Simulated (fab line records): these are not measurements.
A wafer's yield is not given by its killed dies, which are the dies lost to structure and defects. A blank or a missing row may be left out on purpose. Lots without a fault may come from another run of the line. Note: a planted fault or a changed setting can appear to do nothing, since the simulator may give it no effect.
fab line records ; flow n5Finfet ; part 1 of 2: steps 1 to 21 of 22
record: lots: 7; wafers: 20; lastDay: 18
route steps=1938 shown BEOL_M4@1091 BEOL_M5@1112 PASSIVATION@1936
lots untouched by any fault: they come from a run of this same line in which no faults occurred
startH: start of the lot's first displayed wafer, in hours after the record's first day ; waitH: hours since the lot's step before ; " the same as in the row above ; L1.1+2: one row covering several wafers at once ; - value missing, or start not given ; * or withheld: withheld ; < > ~ a bound
route shown NAME@n: a module of which the file shows steps, and the number in the route of the first ; usual: mean/standard deviation of fault-free wafers ; same: alike in all rows ; chamber/n: place in a boat ; sites: each site's reading ; _std_site: how widely they spread, as a standard deviation ; _edge_site: mean of outer sites minus mean of inner sites ; radiusMm: how far each site lies from the wafer's centre ; mask NAME#n: copy n ; behind: tool/chamber where the wafer was last shaped ; hold: why the lot went on hold/how many hours it stayed there/how the hold came to an end ; device: whichever transistor did not switch (one of n, p or np) ; end of line: the tests these same wafers got at the end of their route ; step lacking rows: just its recipe ; killed: not the wafer's yield, but the dies lost to structure and defects at the first sort ; map: the dies of a wafer, with x for killed, . for not killed, _ for no die there
set.NAME: setting as actually run; set.NAME@STEP: the setting as run at that earlier step ; model.NAME: the simulator's own value behind a step, which no gauge read
lots seen at some steps along the route; tables by step, rows by wafer
services: from which hour (startH, from the record's first day; less than 0 if before it) a tool's chamber was out of use, for how many hours, and why
== steps ==
step: N5_BEOL_M4_ANNEAL_87
recipe: tempC: 400; timeS: 240; ambient: vacuum
step: N5_BEOL_M4_SPUTTER_88
recipe: material: Cu; targetThkA: 45; tempC: -20; chamberPressurePa: 0.07; powerW: withheld; timeS: 8.29
step: N5_BEOL_M4_ANNEAL_89
recipe: tempC: 400; timeS: 240; ambient: vacuum
step: N5_BEOL_M4_SPUTTER_90
recipe: material: Cu; targetThkA: 45; tempC: -20; chamberPressurePa: 0.07; powerW: withheld; timeS: 8.29
usual: throttleValvePct: 29.9/0.9
lot.wafer;tool;chamber;startH;waitH;throttleValvePct
L533.1;pvdSputter-03;-;201.30;0.1;28.6
L533.3;pvdSputter-03;-;201.30;0.1;30.7
L533.4;pvdSputter-03;-;201.30;0.1;29.4
L539.3;pvdSputter-01;-;241.78;0.1;30.4
L539.6;pvdSputter-01;-;241.78;0.1;30.4
L540.2;pvdSputter-02;-;242.18;0.1;30.1
L540.3;pvdSputter-02;-;242.18;0.1;30.0
L540.6;pvdSputter-02;-;242.18;0.1;28.3
L541.1;pvdSputter-01;-;249.47;0.1;29.9
L541.3;pvdSputter-01;-;249.47;0.1;30.6
L541.6;pvdSputter-01;-;249.47;0.1;30.6
L543.1;pvdSputter-03;-;261.29;0.1;28.7
L543.3;pvdSputter-03;-;261.29;0.1;29.2
L543.6;pvdSputter-03;-;261.29;0.1;30.7
L553.1;pvdSputter-03;-;307.76;0.1;29.4
L553.4;pvdSputter-03;-;307.76;0.1;30.9
L553.6;pvdSputter-03;-;307.76;0.1;30.9
L552.2;pvdSputter-02;-;310.89;0.1;30.9
L552.4;pvdSputter-02;-;310.89;0.1;29.9
L552.5;pvdSputter-02;-;310.89;0.1;28.1
step: N5_BEOL_M4_ANNEAL_91
recipe: tempC: 400; timeS: 240; ambient: vacuum
usual: heaterPowerW: 827/54
lot.wafer;tool;chamber;startH;waitH;heaterPowerW
L533.1;pvdSputter-03;-;201.38;0.0;867
L533.3;pvdSputter-03;-;201.38;0.0;723
L533.4;pvdSputter-03;-;201.38;0.0;840
L539.3;pvdSputter-01;-;241.86;0.0;910
L539.6;pvdSputter-01;-;241.86;0.0;790
L540.2;pvdSputter-02;-;242.26;0.0;869
L540.3;pvdSputter-02;-;242.26;0.0;794
L540.6;pvdSputter-02;-;242.26;0.0;829
L541.1;pvdSputter-01;-;249.55;0.0;909
L541.3;pvdSputter-01;-;249.55;0.0;691
L541.6;pvdSputter-01;-;249.55;0.0;698
L543.1;pvdSputter-03;-;261.37;0.0;890
L543.3;pvdSputter-03;-;261.37;0.0;856
L543.6;pvdSputter-03;-;261.37;0.0;735
L553.1;pvdSputter-03;-;307.84;0.0;846
L553.4;pvdSputter-03;-;307.84;0.0;717
L553.6;pvdSputter-03;-;307.84;0.0;717
L552.2;pvdSputter-02;-;310.97;0.0;831
L552.4;pvdSputter-02;-;310.97;0.0;869
L552.5;pvdSputter-02;-;310.97;0.0;816
step: N5_BEOL_M4_SPUTTER_92
recipe: material: Cu; targetThkA: 45; tempC: -20; chamberPressurePa: 0.07; powerW: withheld; timeS: 8.29
step: N5_BEOL_M4_ANNEAL_93
recipe: tempC: 400; timeS: 240; ambient: vacuum
step: N5_BEOL_M4_SPUTTER_94
recipe: material: Cu; targetThkA: 45; tempC: -20; chamberPressurePa: 0.07; powerW: withheld; timeS: 8.29
step: N5_BEOL_M4_ANNEAL_95
recipe: tempC: 400; timeS: 240; ambient: vacuum
step: N5_BEOL_M4_SPUTTER_96
recipe: material: Cu; targetThkA: 45; tempC: -20; chamberPressurePa: 0.07; powerW: withheld; timeS: 8.29
usual: throttleValvePct: 29.9/0.91
lot.wafer;tool;chamber;startH;waitH;throttleValvePct
L533.1;pvdSputter-03;-;201.96;0.1;28.4
L533.3;pvdSputter-03;-;201.96;0.1;31.0
L533.4;pvdSputter-03;-;201.96;0.1;29.1
L539.3;pvdSputter-01;-;242.44;0.1;30.2
L539.6;pvdSputter-01;-;242.44;0.1;30.1
L540.2;pvdSputter-02;-;242.84;0.1;30.1
L540.3;pvdSputter-02;-;242.84;0.1;30.4
L540.6;pvdSputter-02;-;242.84;0.1;28.1
L541.1;pvdSputter-01;-;250.13;0.1;30.1
L541.3;pvdSputter-01;-;250.13;0.1;30.8
L541.6;pvdSputter-01;-;250.13;0.1;30.6
L543.1;pvdSputter-03;-;261.95;0.1;28.6
L543.3;pvdSputter-03;-;261.95;0.1;29.4
L543.6;pvdSputter-03;-;261.95;0.1;31.1
L553.1;pvdSputter-03;-;308.47;0.1;29.6
L553.4;pvdSputter-03;-;308.47;0.1;31.0
L553.6;pvdSputter-03;-;308.47;0.1;31.2
L552.2;pvdSputter-02;-;311.55;0.1;30.4
L552.4;pvdSputter-02;-;311.55;0.1;30.0
L552.5;pvdSputter-02;-;311.55;0.1;28.3
step: N5_BEOL_M4_ECD_50
recipe: material: Cu; targetThkA: 3000
step: N5_BEOL_M4_ANNEAL_51
recipe: tempC: 225; timeS: 90; ambient: N2
step: N5_BEOL_M4_CMP_52
recipe: stopOn: SiOC; tOverpolishS: 6.8; downForcePsi: 1; platenRpm: 50; clearingPlatenDownForcePsi: 1.5; clearingPlatenRpm: 50; postCmpClean: cuAlkaline; targetThkNm: 40; clearingPlatenPadVelocityMS: 0.99484; padVelocityMS: 0.99484
usual: barrierFieldEndpointS: 25.0/0.7; motorCurrentA: 5.9/0.49; overpolishRunS: 6.800/0.0089; slurryFlowMlMin: 150.0/0.41; timeToEndpointS: 64/3.5
lot.wafer;tool;chamber;startH;waitH;barrierFieldEndpointS;motorCurrentA;overpolishRunS;slurryFlowMlMin;timeToEndpointS
L533.3;cmp-03;2;202.45;0.2;25.2;6.2;6.805;150.4;63
L533.4;cmp-03;0;202.45;0.2;25.5;6.0;6.801;149.7;62
L533.1;cmp-03;1;202.45;0.2;25.2;6.3;6.802;149.6;69
L539.3;cmp-01;3;243.05;0.3;23.9;6.3;6.794;149.8;59
L539.6;cmp-01;1;243.05;0.3;25.7;4.9;6.801;150.3;66
L540.2;cmp-01;2;243.53;0.3;41.2;5.5;0.041;150.1;80
L540.3;cmp-01;0;243.53;0.3;24.8;5.1;6.791;150.5;59
L540.6;cmp-01;2;243.53;0.3;41.2;6.0;0.052;150.2;80
L541.3;cmp-01;2;250.68;0.2;25.3;5.8;6.813;150.1;65
L541.1;cmp-01;3;250.68;0.2;24.3;6.5;6.807;149.8;63
L541.6;cmp-01;2;250.68;0.2;41.2;6.0;0.041;150.8;82
L543.3;cmp-01;3;262.44;0.2;24.1;6.8;6.809;149.8;61
L543.1;cmp-01;0;262.44;0.2;24.6;5.1;6.801;150.1;60
L543.6;cmp-01;3;262.44;0.2;41.2;6.3;0.042;149.9;81
L553.1;cmp-03;2;308.97;0.3;24.2;6.5;6.800;149.4;62
L553.4;cmp-03;3;308.97;0.3;25.9;5.3;6.792;150.2;65
L553.6;cmp-03;2;308.97;0.3;24.8;6.0;6.807;150.2;63
L552.2;cmp-04;0;312.08;0.2;25.0;5.5;6.793;149.8;67
L552.4;cmp-04;1;312.08;0.2;23.1;5.7;6.797;149.9;59
L552.5;cmp-04;0;312.08;0.2;25.2;5.8;6.792;150.4;65
step: N5_BEOL_M4_THK_MEAS_53
recipe: thkMeasGauge: xrf; reads: Cu_of_BEOL_M4_ECD_50
usual: M4_THK: 40.6/2.1
lot.wafer;tool;chamber;startH;waitH;M4_THK[nm]
L533.1;filmMetro-01;-;202.74;-;41.5
L533.3;filmMetro-01;-;202.74;-;42.1
L533.4;filmMetro-01;-;202.74;-;40.3
L539.3;filmMetro-01;-;243.23;-;41.0
L539.6;filmMetro-01;-;243.23;-;38.1
L540.2;filmMetro-01;-;243.78;-;145.9
L540.3;filmMetro-01;-;243.78;-;39.3
L540.6;filmMetro-01;-;243.78;-;150.7
L541.1;filmMetro-02;-;250.93;-;40.8
L541.3;filmMetro-02;-;250.93;-;41.8
L541.6;filmMetro-02;-;250.93;-;150.3
L543.1;filmMetro-01;-;262.74;-;41.0
L543.3;filmMetro-01;-;262.74;-;40.2
L543.6;filmMetro-01;-;262.74;-;148.8
L553.1;filmMetro-02;-;309.27;-;38.6
L553.4;filmMetro-02;-;309.27;-;41.1
L553.6;filmMetro-02;-;309.27;-;38.2
L552.2;filmMetro-01;-;312.34;-;40.8
L552.4;filmMetro-01;-;312.34;-;35.8
L552.5;filmMetro-01;-;312.34;-;39.5
step: N5_BEOL_M4_PRE_CLEAN_60
recipe: gas: NH3/H2; timeS: 15; tempC: *; rfPowerW: 300
step: N5_BEOL_M4_CO_CAP_55
recipe: material: Co; targetThkA: 20; tempC: 200; precursor: CCTBA/H2; pressureTorr: 30; timeS: 102.1
usual: heaterPowerW: 248/22
lot.wafer;tool;chamber;startH;waitH;heaterPowerW
L533.1;cvdCo-02;1;202.82;0.0;293
L533.3;cvdCo-02;2;202.82;0.0;259
L533.4;cvdCo-02;0;202.82;0.0;218
L539.3;cvdCo-01;1;243.31;0.0;243
L539.6;cvdCo-01;2;243.31;0.0;230
L540.2;cvdCo-01;1;243.86;0.0;234
L540.3;cvdCo-01;0;243.86;0.0;256
L540.6;cvdCo-01;0;243.86;0.0;246
L541.1;cvdCo-02;2;251.01;0.0;256
L541.3;cvdCo-02;0;251.01;0.0;218
L541.6;cvdCo-02;1;251.01;0.0;285
L543.1;cvdCo-02;1;262.81;0.0;291
L543.3;cvdCo-02;0;262.81;0.0;221
L543.6;cvdCo-02;2;262.81;0.0;256
L553.1;cvdCo-02;0;309.34;0.0;219
L553.4;cvdCo-02;1;309.34;0.0;291
L553.6;cvdCo-02;2;309.34;0.0;255
L552.2;cvdCo-01;1;312.42;0.0;242
L552.4;cvdCo-01;1;312.42;0.0;244
L552.5;cvdCo-01;0;312.42;0.0;249
step: N5_BEOL_M4_PRE_CLEAN_56
recipe: gas: NH3; timeS: 15; tempC: withheld; rfPowerW: 300
step: N5_BEOL_M4_DEP_57
recipe: material: SiCN; targetThkA: 80; tempC: withheld; precursor: 3MS/NH3; pressureTorr: 3; rfW: 202; timeS: 14
step: N5_BEOL_M4_INSPECT_59
recipe: inspectInstrument: darkfield; mode: postDep
usual: rawDefectCount: 64/19
lot.wafer;tool;chamber;startH;waitH;rawDefectCount
L533.1;defectInspect-01;-;203.03;0.0;63
L533.3;defectInspect-01;-;203.03;0.0;60
L533.4;defectInspect-01;-;203.03;0.0;47
L539.3;defectInspect-01;-;243.55;0.0;83
L539.6;defectInspect-01;-;243.55;0.0;72
L540.2;defectInspect-01;-;244.07;0.0;4787
L540.3;defectInspect-01;-;244.07;0.0;62
L540.6;defectInspect-01;-;244.07;0.0;4883
L541.1;defectInspect-01;-;251.22;0.0;71
L541.3;defectInspect-01;-;251.22;0.0;60
L541.6;defectInspect-01;-;251.22;0.0;5069
L543.1;defectInspect-01;-;263.02;0.0;43
L543.3;defectInspect-01;-;263.02;0.0;57
L543.6;defectInspect-01;-;263.02;0.0;4982
L553.1;defectInspect-01;-;309.55;0.0;60
L553.4;defectInspect-01;-;309.55;0.0;31
L553.6;defectInspect-01;-;309.55;0.0;66
L552.2;defectInspect-02;-;312.62;0.0;75
L552.4;defectInspect-02;-;312.62;0.0;36
L552.5;defectInspect-02;-;312.62;0.0;69
step: N5_BEOL_M4_RC_MEAS_101
usual: DIBL_N: 36.7/2.6; DIBL_P: 36.9/2.8; IOFF_N: 0.17/0.043; IOFF_P: 0.22/0.05; ION_N: 678/15; ION_P: 465/9.2; SS_N: 71.6/0.79; SS_P: 73.5/0.82; VT_N: 250/3.9; VT_P: -250/3.7
lot.wafer;tool;chamber;startH;waitH;DIBL_N[mV/V];DIBL_P[mV/V];IOFF_N[nA/um];IOFF_P[nA/um];ION_N[uA/um];ION_P[uA/um];SS_N[mV/dec];SS_P[mV/dec];VT_N[mV];VT_P[mV]
L533.1;prober-02;0;203.06;0.0;38.1;38.2;0.19;0.25;675;466;71.3;73.5;247;-248
L533.3;prober-02;0;203.06;0.0;38.5;38.1;0.19;0.26;688;478;71.6;74.0;247;-247
L533.4;prober-02;0;203.06;0.0;36.4;35.1;0.15;0.20;678;468;71.5;72.5;249;-250
L539.3;prober-01;0;243.88;0.3;39.3;39.8;0.19;0.23;693;468;72.0;74.3;251;-255
L539.6;prober-01;0;243.88;0.3;37.3;36.5;0.14;0.18;662;450;72.0;73.8;254;-254
L540.3;prober-02;0;244.41;0.3;34.1;35.0;0.14;0.19;664;459;70.6;72.8;251;-254
L541.1;prober-02;0;251.24;0.0;42.0;42.2;0.28;0.36;700;470;72.6;75.0;245;-244
L541.3;prober-02;0;251.24;0.0;37.4;36.7;0.17;0.24;669;462;71.5;74.0;249;-249
L543.1;prober-02;0;263.05;0.0;35.8;37.1;0.15;0.19;675;458;71.1;73.5;248;-253
L543.3;prober-02;0;263.05;0.0;34.4;35.6;0.13;0.16;673;460;70.9;72.9;250;-254
L553.1;prober-02;0;309.58;0.0;40.2;41.8;0.21;0.26;690;467;72.0;73.5;248;-249
L553.4;prober-02;0;309.58;0.0;38.7;40.5;0.17;0.25;680;474;72.8;73.3;253;-251
L553.6;prober-02;0;309.58;0.0;37.8;39.3;0.15;0.24;662;467;71.0;74.0;254;-251
L552.2;prober-01;0;312.80;0.2;32.7;33.2;0.12;0.16;684;467;71.2;72.6;251;-254
L552.4;prober-01;0;312.80;0.2;35.7;36.1;0.16;0.20;661;453;72.0;72.6;250;-252
L552.5;prober-01;0;312.80;0.2;32.3;33.4;0.11;0.16;663;463;70.9;72.6;255;-255
step: N5_BEOL_M5_ILD_DEP_00
recipe: material: SiCOH_lowk; targetThkA: 1406.4; tempC: 300; precursor: DEMS/porogen; pressureTorr: 5; rfW: 500; timeS: 25.9
usual: heaterPowerW: 311/58; showerheadPlenumPTorr: 5.733/0.013; throttleValvePct: 13.9/0.98
lot.wafer;tool;chamber;startH;waitH;heaterPowerW;showerheadPlenumPTorr;throttleValvePct
L533.1;pecvd-02;1;204.02;0.8;258;5.740;13.9
L533.3;pecvd-02;1;204.02;0.8;256;5.736;13.9
L533.4;pecvd-02;0;204.02;0.8;249;5.737;13.7
L539.3;pecvd-04;2;244.54;0.5;346;5.712;13.5
L539.6;pecvd-04;1;244.54;0.5;331;5.727;13.3
L540.3;pecvd-04;2;245.06;0.5;320;5.720;13.3
L541.1;pecvd-02;0;252.21;0.8;222;5.717;13.5
L541.3;pecvd-02;1;252.21;0.8;299;5.733;14.0
L543.1;pecvd-01;0;264.01;0.8;359;5.719;16.0
L543.3;pecvd-01;1;264.01;0.8;320;5.743;15.6
L553.1;pecvd-02;2;310.54;0.8;333;5.754;12.9
L553.4;pecvd-02;1;310.54;0.8;272;5.751;14.2
L553.6;pecvd-02;0;310.54;0.8;221;5.732;13.9
L552.2;pecvd-01;0;313.62;0.7;315;5.727;15.9
L552.4;pecvd-01;2;313.62;0.7;263;5.737;13.2
L552.5;pecvd-01;0;313.62;0.7;317;5.713;16.2
== key ==
firstSign: step: N5_BEOL_M4_CMP_52; reading: overpolishRunS; direction: down; sigmas: 99+; usual: 6.800; struck: 0.044
effect: step: N5_BEOL_M4_CMP_52; reading: barrierFieldEndpointS; direction: up; sigmas: 23; usual: 25.0; struck: 41.2
effect: step: N5_BEOL_M4_THK_MEAS_53; reading: M4_THK; direction: up; sigmas: 53; usual: 40.6; struck: 148.9
effect: step: N5_BEOL_M4_INSPECT_59; reading: rawDefectCount; direction: up; sigmas: 99+; usual: 64; struck: 4930
effect: step: N5_PASSIVATION_PROBE_49; reading: killed_at_M4_up; direction: up; sigmas: 99+; usual: 14; struck: 1090
moreKillsBornAt: N5_BEOL_M4_CMP_52@cmp-01: 4321
metAt N5_BEOL_M4_CMP_52
struckWafers L540.2,L540.6,L541.6,L543.6
laterRowsLeftOut L540.2,L540.6,L541.6,L543.6
onsetBetween 243.05 243.53
fault: kind: processParameterDrift; tool: cmp-01; chamber: -; onsetH: 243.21; steps: N5_BEOL_M4_CMP_52; channel: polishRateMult; offset: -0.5; shape: step; endH: 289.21; scope: struckWafersOnly
laterRowsLeftOut: the simulator's readings of these wafers behind a module that went badly wrong aren't trusted and aren't shown, but for the sort
